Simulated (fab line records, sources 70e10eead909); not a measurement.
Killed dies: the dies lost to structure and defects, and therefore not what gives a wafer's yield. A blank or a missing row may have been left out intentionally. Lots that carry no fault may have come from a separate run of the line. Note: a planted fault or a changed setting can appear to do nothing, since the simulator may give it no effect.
What tool caused it?	flow nand-harc	at 1 step of a route of 1159, 12 lots with 36 wafers sampled

WHAT EACH GAUGE READ, for each wafer
NHARC_P_STI_CD_MEAS_09: the cd target is 200 nm.
lot	measured	on	cd-nm (nm)
L074	day 2 14:50	cd-sem-01	204.1 201.2 205.6
L077	day 3 04:40	cd-sem-01	201.2 202.3 198.9
L078	day 3 14:44	cd-sem-01	200.9 202.9 200.5
L081	day 4 04:58	cd-sem-03	203.4 201.0 202.5
L083	day 4 16:47	cd-sem-01	200.0 203.2 202.4
L085	day 5 05:42	cd-sem-01	197.2 198.3 198.9
L087	day 5 20:41	cd-sem-02	200.7 203.6 198.6
L089	day 6 01:45	cd-sem-03	202.0 201.7 201.9
L091	day 6 18:08	cd-sem-01	202.3 200.8 201.0
L093	day 7 05:10	cd-sem-01	204.1 204.0 202.5
L096	day 7 19:41	cd-sem-01	200.5 198.9 204.4
L097	day 8 07:37	cd-sem-01	199.7 200.7 202.6

WHAT TOOL EACH LOT RAN ON (gives the tool, then ch and the chambers of the sampled wafers, and finally the start)
There is no process step in the record ahead of these readings.

THE ANSWER, worked out from the rows above alone
Rule: usual is defined by the lots themselves. The widest of any qualifying gaps counts: lots, ordered by their means at a reading, are off when they make up no more than a third of the lots, leave a main group of 4 or more, and stand apart from it by 3 or more times the standard deviation of that group's means. The tables above print the reading to a certain number of digits; a main group whose means all agree to those digits is not used. Also off: a lot with no number at a reading for which 4 or more lots have one. The other lots that the step has rows for count as sound.
None of the lots is off at any reading shown; this tells nothing.

WHAT THE SIMULATOR HAD INSERTED
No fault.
